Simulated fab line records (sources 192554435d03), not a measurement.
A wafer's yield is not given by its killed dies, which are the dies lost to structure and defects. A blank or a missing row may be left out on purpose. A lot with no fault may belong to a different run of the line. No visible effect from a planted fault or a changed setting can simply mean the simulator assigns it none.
fab line records || flow n5_finfet
record: {"lots": 7, "wafers": 21}
route steps=1938 shown MIM_TOP_LITHO@1845 PASSIVATION@1930
start_h: start of the lot's first displayed wafer, in hours after the record's first day || wait_h: hours elapsed since this lot's preceding step || " the same as in the row above || L1.1+2: several wafers, shown together as one row || - either no value or no given start || * or withheld: withheld || < > ~ a bound
route shown NAME@n: a module of which the file shows steps, and the number in the route of the first || usual: mean/standard deviation of fault-free wafers || same: alike in all rows || chamber/n: place in a boat || sites: per-site readings || _std_site: the values' standard deviation || _edge_site: the outer-site mean with the inner-site mean subtracted || radius_mm: how far each site lies from the wafer's centre || mask NAME#n: copy n || behind: tool/chamber where the wafer was last shaped || hold: why the lot went on hold/how many hours it stayed there/how the hold came to an end || device: the n, p or np transistor that did not switch || end of line: at the end of the route, the tests of the same wafers || step lacking rows: just its recipe || killed: the dies lost at the first sort to structure and to defects; this is not the yield of the wafer || map: shows each die of a wafer: x if killed, . if not, _ if none is there
set.NAME: the setting as run; set.NAME@STEP: as run at that earlier step || model.NAME: the simulator's own value behind a step, which no gauge read
lots run with intentionally changed settings; tables by step, rows by wafer
== steps ==
step: N5_MIM_TOP_LITHO_DEVELOP_07
recipe: {"develop_time_s": 60, "rinse_liquid": "diw", "dry": "air_spin", "dev_temp_c": 21}
{"lot.wafer": "L075.3", "tool": "litho_track-02", "chamber": 0, "start_h": "-", "wait_h": "-", "set.develop_time_s": 73.37}
{"lot.wafer": "L075.4+5", "tool": "litho_track-02", "chamber": 0, "start_h": "-", "wait_h": "-", "set.develop_time_s": 60}
{"lot.wafer": "L080.2+5", "tool": "litho_track-02", "chamber": 0, "start_h": "-", "wait_h": "-", "set.develop_time_s": 60}
{"lot.wafer": "L080.4", "tool": "litho_track-02", "chamber": 0, "start_h": "-", "wait_h": "-", "set.develop_time_s": 69.82}
{"lot.wafer": "L082.1+3+4", "tool": "litho_track-02", "chamber": 0, "start_h": "-", "wait_h": "-", "set.develop_time_s": 60}
{"lot.wafer": "L086.4+5+6", "tool": "litho_track-03", "chamber": 0, "start_h": "-", "wait_h": "-", "set.develop_time_s": 60}
{"lot.wafer": "L096.3+4", "tool": "litho_track-03", "chamber": 0, "start_h": "-", "wait_h": "-", "set.develop_time_s": 60}
{"lot.wafer": "L096.5", "tool": "litho_track-03", "chamber": 0, "start_h": "-", "wait_h": "-", "set.develop_time_s": 68.95}
{"lot.wafer": "L092.2+4+5", "tool": "litho_track-01", "chamber": 0, "start_h": "-", "wait_h": "-", "set.develop_time_s": 60}
{"lot.wafer": "L097.1+3+5", "tool": "litho_track-01", "chamber": 0, "start_h": "-", "wait_h": "-", "set.develop_time_s": 60}
step: N5_MIM_TOP_LITHO_HARDBAKE_09
recipe: {"temp_c": 130, "time_s": 120}
step: N5_MIM_TOP_LITHO_CD_MEAS_08
recipe: {"target_cd_nm": 2000, "landing_energy_ev": 500, "detector": "se_inlens"}
usual: {"cd_nm": "2000.3/1.8"}
{"lot.wafer": "L075.3", "tool": "cd_sem-02", "chamber": 0, "start_h": 271.74, "wait_h": "-", "set.dose_mj@MIM_TOP_LITHO_EXPOSE_05": 20.5, "cd_nm": 2000.7}
{"lot.wafer": "L075.4", "tool": "cd_sem-02", "chamber": 0, "start_h": 271.74, "wait_h": "-", "set.dose_mj@MIM_TOP_LITHO_EXPOSE_05": 20.5, "cd_nm": 2000.7}
{"lot.wafer": "L075.5", "tool": "cd_sem-02", "chamber": 0, "start_h": 271.74, "wait_h": "-", "set.dose_mj@MIM_TOP_LITHO_EXPOSE_05": 21.3, "cd_nm": 1995.0}
{"lot.wafer": "L080.2", "tool": "cd_sem-01", "chamber": 0, "start_h": 325.65, "wait_h": "-", "set.dose_mj@MIM_TOP_LITHO_EXPOSE_05": 20.5, "cd_nm": 2001.2}
{"lot.wafer": "L080.4", "tool": "cd_sem-01", "chamber": 0, "start_h": 325.65, "wait_h": "-", "set.dose_mj@MIM_TOP_LITHO_EXPOSE_05": 20.5, "cd_nm": 1997.0}
{"lot.wafer": "L080.5", "tool": "cd_sem-01", "chamber": 0, "start_h": 325.65, "wait_h": "-", "set.dose_mj@MIM_TOP_LITHO_EXPOSE_05": 20.5, "cd_nm": 1999.6}
{"lot.wafer": "L082.1", "tool": "cd_sem-03", "chamber": 0, "start_h": 347.76, "wait_h": "-", "set.dose_mj@MIM_TOP_LITHO_EXPOSE_05": 21.92, "cd_nm": 1990.8}
{"lot.wafer": "L082.3", "tool": "cd_sem-03", "chamber": 0, "start_h": 347.76, "wait_h": "-", "set.dose_mj@MIM_TOP_LITHO_EXPOSE_05": 20.5, "cd_nm": 2000.2}
{"lot.wafer": "L082.4", "tool": "cd_sem-03", "chamber": 0, "start_h": 347.76, "wait_h": "-", "set.dose_mj@MIM_TOP_LITHO_EXPOSE_05": 20.5, "cd_nm": 1999.6}
{"lot.wafer": "L086.4", "tool": "cd_sem-03", "chamber": 0, "start_h": 359.81, "wait_h": "-", "set.dose_mj@MIM_TOP_LITHO_EXPOSE_05": 21.84, "cd_nm": 1990.1}
{"lot.wafer": "L086.5", "tool": "cd_sem-03", "chamber": 0, "start_h": 359.81, "wait_h": "-", "set.dose_mj@MIM_TOP_LITHO_EXPOSE_05": 20.5, "cd_nm": 2002.7}
{"lot.wafer": "L086.6", "tool": "cd_sem-03", "chamber": 0, "start_h": 359.81, "wait_h": "-", "set.dose_mj@MIM_TOP_LITHO_EXPOSE_05": 21.84, "cd_nm": 1991.4}
{"lot.wafer": "L096.3", "tool": "cd_sem-01", "chamber": 0, "start_h": 408.42, "wait_h": "-", "set.dose_mj@MIM_TOP_LITHO_EXPOSE_05": 20.5, "cd_nm": 2000.1}
{"lot.wafer": "L096.4", "tool": "cd_sem-01", "chamber": 0, "start_h": 408.42, "wait_h": "-", "set.dose_mj@MIM_TOP_LITHO_EXPOSE_05": 19.13, "cd_nm": 2012.6}
{"lot.wafer": "L096.5", "tool": "cd_sem-01", "chamber": 0, "start_h": 408.42, "wait_h": "-", "set.dose_mj@MIM_TOP_LITHO_EXPOSE_05": 20.5, "cd_nm": 1996.7}
{"lot.wafer": "L092.2", "tool": "cd_sem-03", "chamber": 0, "start_h": 414.27, "wait_h": "-", "set.dose_mj@MIM_TOP_LITHO_EXPOSE_05": 20.5, "cd_nm": 1997.4}
{"lot.wafer": "L092.4", "tool": "cd_sem-03", "chamber": 0, "start_h": 414.27, "wait_h": "-", "set.dose_mj@MIM_TOP_LITHO_EXPOSE_05": 20.5, "cd_nm": 1998.6}
{"lot.wafer": "L092.5", "tool": "cd_sem-03", "chamber": 0, "start_h": 414.27, "wait_h": "-", "set.dose_mj@MIM_TOP_LITHO_EXPOSE_05": 20.5, "cd_nm": 2000.7}
{"lot.wafer": "L097.1", "tool": "cd_sem-01", "chamber": 0, "start_h": 421.77, "wait_h": "-", "set.dose_mj@MIM_TOP_LITHO_EXPOSE_05": 21.06, "cd_nm": 1996.2}
{"lot.wafer": "L097.3", "tool": "cd_sem-01", "chamber": 0, "start_h": 421.77, "wait_h": "-", "set.dose_mj@MIM_TOP_LITHO_EXPOSE_05": 20.5, "cd_nm": 1999.5}
{"lot.wafer": "L097.5", "tool": "cd_sem-01", "chamber": 0, "start_h": 421.77, "wait_h": "-", "set.dose_mj@MIM_TOP_LITHO_EXPOSE_05": 21.06, "cd_nm": 1997.0}
step: N5_MIM_TOP_LITHO_DESCUM_10
recipe: {"chemistry": "O2", "time_s": 7.9, "source_power_w": 50, "bias_power_w": 20, "pressure_mtorr": 20, "rf_frequency_hz": 2.712e+07, "temp_c": 40, "o2_flow_sccm": 225}
{"lot.wafer": "L075.3", "tool": "rie_diel-02", "chamber": 2, "start_h": 271.83, "wait_h": 0.0, "set.dose_mj@MIM_TOP_LITHO_EXPOSE_05": 20.5, "model.MIM_TOP_LITHO.cd_nm": 2000}
{"lot.wafer": "L075.4", "tool": "rie_diel-02", "chamber": 3, "start_h": 271.83, "wait_h": 0.0, "set.dose_mj@MIM_TOP_LITHO_EXPOSE_05": 20.5, "model.MIM_TOP_LITHO.cd_nm": 2001}
{"lot.wafer": "L075.5", "tool": "rie_diel-02", "chamber": 1, "start_h": 271.83, "wait_h": 0.0, "set.dose_mj@MIM_TOP_LITHO_EXPOSE_05": 21.3, "model.MIM_TOP_LITHO.cd_nm": 1995}
{"lot.wafer": "L080.2", "tool": "rie_diel-06", "chamber": 3, "start_h": 325.74, "wait_h": 0.0, "set.dose_mj@MIM_TOP_LITHO_EXPOSE_05": 20.5, "model.MIM_TOP_LITHO.cd_nm": 2001}
{"lot.wafer": "L080.4", "tool": "rie_diel-06", "chamber": 0, "start_h": 325.74, "wait_h": 0.0, "set.dose_mj@MIM_TOP_LITHO_EXPOSE_05": 20.5, "model.MIM_TOP_LITHO.cd_nm": 1997}
{"lot.wafer": "L080.5", "tool": "rie_diel-06", "chamber": 3, "start_h": 325.74, "wait_h": 0.0, "set.dose_mj@MIM_TOP_LITHO_EXPOSE_05": 20.5, "model.MIM_TOP_LITHO.cd_nm": 2000}
{"lot.wafer": "L082.1", "tool": "rie_diel-06", "chamber": 0, "start_h": 347.88, "wait_h": 0.1, "set.dose_mj@MIM_TOP_LITHO_EXPOSE_05": 21.92, "model.MIM_TOP_LITHO.cd_nm": 1991}
{"lot.wafer": "L082.3+4", "tool": "rie_diel-06", "chamber": "2,1", "start_h": 347.88, "wait_h": 0.1, "set.dose_mj@MIM_TOP_LITHO_EXPOSE_05": 20.5, "model.MIM_TOP_LITHO.cd_nm": 2000}
{"lot.wafer": "L086.4", "tool": "rie_diel-05", "chamber": 0, "start_h": 359.95, "wait_h": 0.1, "set.dose_mj@MIM_TOP_LITHO_EXPOSE_05": 21.84, "model.MIM_TOP_LITHO.cd_nm": 1990}
{"lot.wafer": "L086.5", "tool": "rie_diel-05", "chamber": 3, "start_h": 359.95, "wait_h": 0.1, "set.dose_mj@MIM_TOP_LITHO_EXPOSE_05": 20.5, "model.MIM_TOP_LITHO.cd_nm": 2003}
{"lot.wafer": "L086.6", "tool": "rie_diel-05", "chamber": 2, "start_h": 359.95, "wait_h": 0.1, "set.dose_mj@MIM_TOP_LITHO_EXPOSE_05": 21.84, "model.MIM_TOP_LITHO.cd_nm": 1991}
{"lot.wafer": "L096.3", "tool": "rie_diel-05", "chamber": 0, "start_h": 408.74, "wait_h": 0.3, "set.dose_mj@MIM_TOP_LITHO_EXPOSE_05": 20.5, "model.MIM_TOP_LITHO.cd_nm": 2000}
{"lot.wafer": "L096.4", "tool": "rie_diel-05", "chamber": 1, "start_h": 408.74, "wait_h": 0.3, "set.dose_mj@MIM_TOP_LITHO_EXPOSE_05": 19.13, "model.MIM_TOP_LITHO.cd_nm": 2013}
{"lot.wafer": "L096.5", "tool": "rie_diel-05", "chamber": 2, "start_h": 408.74, "wait_h": 0.3, "set.dose_mj@MIM_TOP_LITHO_EXPOSE_05": 20.5, "model.MIM_TOP_LITHO.cd_nm": 1997}
{"lot.wafer": "L092.2+4", "tool": "rie_diel-05", "chamber": "3,0", "start_h": 414.36, "wait_h": 0.0, "set.dose_mj@MIM_TOP_LITHO_EXPOSE_05": 20.5, "model.MIM_TOP_LITHO.cd_nm": 1998}
{"lot.wafer": "L092.5", "tool": "rie_diel-05", "chamber": 0, "start_h": 414.36, "wait_h": 0.0, "set.dose_mj@MIM_TOP_LITHO_EXPOSE_05": 20.5, "model.MIM_TOP_LITHO.cd_nm": 2000}
{"lot.wafer": "L097.1", "tool": "rie_diel-02", "chamber": 1, "start_h": 421.88, "wait_h": 0.1, "set.dose_mj@MIM_TOP_LITHO_EXPOSE_05": 21.06, "model.MIM_TOP_LITHO.cd_nm": 1996}
{"lot.wafer": "L097.3", "tool": "rie_diel-02", "chamber": 2, "start_h": 421.88, "wait_h": 0.1, "set.dose_mj@MIM_TOP_LITHO_EXPOSE_05": 20.5, "model.MIM_TOP_LITHO.cd_nm": 2000}
{"lot.wafer": "L097.5", "tool": "rie_diel-02", "chamber": 1, "start_h": 421.88, "wait_h": 0.1, "set.dose_mj@MIM_TOP_LITHO_EXPOSE_05": 21.06, "model.MIM_TOP_LITHO.cd_nm": 1997}
step: N5_PASSIVATION_ETCH_54
recipe: {"chemistry": "CHF3/O2", "target": "SiO2", "target_depth_a": 8800, "CHF3_flow_sccm": 50, "O2_flow_sccm": 5, "Ar_flow_sccm": 200, "time_s": 440, "mask_material": "PR", "pressure_mtorr": 30, "source_w": 650, "bias_w": 170, "ion_energy_ev": 200}
{"lot.wafer": "L075.3", "tool": "rie_diel-06", "chamber": 0, "start_h": 278.80, "wait_h": 0.1, "set.time_s": 530.2, "model.etch.depth_nm": 1039, "model.PASSIVATION.feature_depth_nm": 1039}
{"lot.wafer": "L075.4", "tool": "rie_diel-06", "chamber": 3, "start_h": 278.80, "wait_h": 0.1, "set.time_s": 530.2, "model.etch.depth_nm": 1033, "model.PASSIVATION.feature_depth_nm": 1033}
{"lot.wafer": "L075.5", "tool": "rie_diel-06", "chamber": 2, "start_h": 278.80, "wait_h": 0.1, "set.time_s": 440, "model.etch.depth_nm": 842.6, "model.PASSIVATION.feature_depth_nm": 842.6}
{"lot.wafer": "L080.2", "tool": "rie_diel-06", "chamber": 1, "start_h": 333.62, "wait_h": 0.1, "set.time_s": 440, "model.etch.depth_nm": 860.8, "model.PASSIVATION.feature_depth_nm": 860.8}
{"lot.wafer": "L080.4", "tool": "rie_diel-06", "chamber": 0, "start_h": 333.62, "wait_h": 0.1, "set.time_s": 440, "model.etch.depth_nm": 890.7, "model.PASSIVATION.feature_depth_nm": 890.6}
{"lot.wafer": "L080.5", "tool": "rie_diel-06", "chamber": 3, "start_h": 333.62, "wait_h": 0.1, "set.time_s": 440, "model.etch.depth_nm": 859.7, "model.PASSIVATION.feature_depth_nm": 859.8}
{"lot.wafer": "L082.1", "tool": "rie_diel-05", "chamber": 0, "start_h": 355.09, "wait_h": 0.1, "set.time_s": 415.1, "model.etch.depth_nm": 854.5, "model.PASSIVATION.feature_depth_nm": 854.6}
{"lot.wafer": "L082.3", "tool": "rie_diel-05", "chamber": 3, "start_h": 355.09, "wait_h": 0.1, "set.time_s": 415.1, "model.etch.depth_nm": 808.9, "model.PASSIVATION.feature_depth_nm": 809}
{"lot.wafer": "L082.4", "tool": "rie_diel-05", "chamber": 3, "start_h": 355.09, "wait_h": 0.1, "set.time_s": 440, "model.etch.depth_nm": 860.9, "model.PASSIVATION.feature_depth_nm": 861}
{"lot.wafer": "L086.4", "tool": "rie_diel-02", "chamber": 3, "start_h": 368.92, "wait_h": 0.1, "set.time_s": 387.6, "model.etch.depth_nm": 814.1, "model.PASSIVATION.feature_depth_nm": 814}
{"lot.wafer": "L086.5", "tool": "rie_diel-02", "chamber": 0, "start_h": 368.92, "wait_h": 0.1, "set.time_s": 387.6, "model.etch.depth_nm": 784.3, "model.PASSIVATION.feature_depth_nm": 784.2}
{"lot.wafer": "L086.6", "tool": "rie_diel-02", "chamber": 3, "start_h": 368.92, "wait_h": 0.1, "set.time_s": 387.6, "model.etch.depth_nm": 816.4, "model.PASSIVATION.feature_depth_nm": 816.4}
{"lot.wafer": "L096.3", "tool": "rie_diel-05", "chamber": 1, "start_h": 417.13, "wait_h": 0.1, "set.time_s": 440, "model.etch.depth_nm": 858.8, "model.PASSIVATION.feature_depth_nm": 858.8}
{"lot.wafer": "L096.4", "tool": "rie_diel-05", "chamber": 2, "start_h": 417.13, "wait_h": 0.1, "set.time_s": 440, "model.etch.depth_nm": 904.7, "model.PASSIVATION.feature_depth_nm": 904.6}
{"lot.wafer": "L096.5", "tool": "rie_diel-05", "chamber": 0, "start_h": 417.13, "wait_h": 0.1, "set.time_s": 440, "model.etch.depth_nm": 907.3, "model.PASSIVATION.feature_depth_nm": 907.2}
{"lot.wafer": "L092.2", "tool": "rie_diel-06", "chamber": 2, "start_h": 422.73, "wait_h": 0.1, "set.time_s": 440, "model.etch.depth_nm": 878.8, "model.PASSIVATION.feature_depth_nm": 878.8}
{"lot.wafer": "L092.4", "tool": "rie_diel-06", "chamber": 3, "start_h": 422.73, "wait_h": 0.1, "set.time_s": 440, "model.etch.depth_nm": 902.9, "model.PASSIVATION.feature_depth_nm": 902.8}
{"lot.wafer": "L092.5", "tool": "rie_diel-06", "chamber": 1, "start_h": 422.73, "wait_h": 0.1, "set.time_s": 440, "model.etch.depth_nm": 905.8, "model.PASSIVATION.feature_depth_nm": 905.8}
{"lot.wafer": "L097.1", "tool": "rie_diel-05", "chamber": 2, "start_h": 431.84, "wait_h": 0.1, "set.time_s": 440, "model.etch.depth_nm": 915, "model.PASSIVATION.feature_depth_nm": 915}
{"lot.wafer": "L097.3", "tool": "rie_diel-05", "chamber": 3, "start_h": 431.84, "wait_h": 0.1, "set.time_s": 440, "model.etch.depth_nm": 877.3, "model.PASSIVATION.feature_depth_nm": 877.2}
{"lot.wafer": "L097.5", "tool": "rie_diel-05", "chamber": 3, "start_h": 431.84, "wait_h": 0.1, "set.time_s": 491.3, "model.etch.depth_nm": 982.4, "model.PASSIVATION.feature_depth_nm": 982.4}
== key ==
split: {"step": "N5_MIM_TOP_LITHO_DEVELOP_07", "setting": "develop_time_s", "stated": 60, "by": "wafer"}
response none clear
split: {"step": "N5_PASSIVATION_ETCH_54", "setting": "time_s", "stated": 440, "by": "wafer"}
response: {"step": "N5_PASSIVATION_ETCH_54", "reading": "model.etch.depth_nm", "change": "+8.74", "per": "1%", "r": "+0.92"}
response: {"step": "N5_PASSIVATION_ETCH_54", "reading": "model.PASSIVATION.feature_depth_nm", "change": "+8.74", "per": "1%", "r": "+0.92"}
split outside_this_file step=N5_MIM_TOP_LITHO_EXPOSE_05 setting=dose_mj
split outside_this_file: this setting was split too, and the file shows its column; the key of that split is in another file
